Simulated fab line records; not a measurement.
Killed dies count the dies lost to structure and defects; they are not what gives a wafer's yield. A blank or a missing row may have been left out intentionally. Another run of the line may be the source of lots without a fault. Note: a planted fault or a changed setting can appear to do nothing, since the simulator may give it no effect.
Chamber matching || flow n5_finfet || cmp-03 running N5_BEOL_M13_CMP_49: 4 sister chambers
The step polishes, stops on SiOC, t overpolish 17.1 s, target thk 420 nm. 8 wafers are shown with their chamber, then 9 later ones without.

## WAFERS, EACH WITH ITS CHAMBER
{"wafer": "L083.5", "chamber": 1, "motor_current_A (A)": 6.8, "barrier_field_endpoint_s (s)": 30.1}
{"wafer": "L083.6", "chamber": 0, "motor_current_A (A)": 5.8, "barrier_field_endpoint_s (s)": 29.7}
{"wafer": "L092.3", "chamber": 1, "motor_current_A (A)": 6.5, "barrier_field_endpoint_s (s)": 30.1}
{"wafer": "L092.4", "chamber": 0, "motor_current_A (A)": 6.2, "barrier_field_endpoint_s (s)": 30.8}
{"wafer": "L085.4", "chamber": 3, "motor_current_A (A)": 6.5, "barrier_field_endpoint_s (s)": 31.6}
{"wafer": "L090.2", "chamber": 2, "motor_current_A (A)": 6.7, "barrier_field_endpoint_s (s)": 30.3}
{"wafer": "L090.4", "chamber": 3, "motor_current_A (A)": 6.6, "barrier_field_endpoint_s (s)": 30.6}
{"wafer": "L090.5", "chamber": 2, "motor_current_A (A)": 6.4, "barrier_field_endpoint_s (s)": 29.7}

## WAFERS WITH NO CHAMBER GIVEN
{"wafer": "L091.1", "motor_current_A (A)": 6.3, "barrier_field_endpoint_s (s)": 30.3}
{"wafer": "L091.3", "motor_current_A (A)": 6.7, "barrier_field_endpoint_s (s)": 31.0}
{"wafer": "L091.4", "motor_current_A (A)": 6.4, "barrier_field_endpoint_s (s)": 30.0}
{"wafer": "L079.1", "motor_current_A (A)": 6.1, "barrier_field_endpoint_s (s)": 30.0}
{"wafer": "L079.2", "motor_current_A (A)": 6.6, "barrier_field_endpoint_s (s)": 30.4}
{"wafer": "L079.6", "motor_current_A (A)": 6.5, "barrier_field_endpoint_s (s)": 29.6}
{"wafer": "L094.1", "motor_current_A (A)": 6.0, "barrier_field_endpoint_s (s)": 30.8}
{"wafer": "L094.2", "motor_current_A (A)": 6.7, "barrier_field_endpoint_s (s)": 30.1}
{"wafer": "L094.6", "motor_current_A (A)": 6.1, "barrier_field_endpoint_s (s)": 29.8}

## EACH ONE'S CHAMBER
{"wafer": "L091.1", "from the rows above": "can't be placed: 2 or 0 or 1 or 3", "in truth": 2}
{"wafer": "L091.3", "from the rows above": "can't be placed: 3 or 1 or 2", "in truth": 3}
{"wafer": "L091.4", "from the rows above": "can't be placed: 2 or 1 or 0 or 3", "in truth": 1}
{"wafer": "L079.1", "from the rows above": "can't be placed: 0 or 2 or 1", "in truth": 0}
{"wafer": "L079.2", "from the rows above": "can't be placed: 1 or 2 or 3", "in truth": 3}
{"wafer": "L079.6", "from the rows above": "can't be placed: 2 or 1 or 0 or 3", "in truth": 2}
{"wafer": "L094.1", "from the rows above": "can't be placed: 0 or 3", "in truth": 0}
{"wafer": "L094.2", "from the rows above": "can't be placed: 1 or 2 or 3", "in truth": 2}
{"wafer": "L094.6", "from the rows above": "can't be placed: 0 or 2 or 1", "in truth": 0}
0 of 9 placed correctly. These rows do not allow placing 9 (true chamber among the candidates in 9). 0 placed wrongly.
How it was worked out, from the rows above alone: a wafer's distance from a chamber is the root of the sum, over the readings, of the square of ((its reading less the chamber's mean) divided by the reading's scatter). If the next closest chamber is less than 2 further off than the closest, the wafer can't be placed; otherwise it belongs to the closest. For every chamber, the mean is computed from those of its wafers that are shown. The scatter: take each reading less its chamber's mean, square it, sum over the shown wafers, divide by the number of wafers less the number of chambers, and take the root.
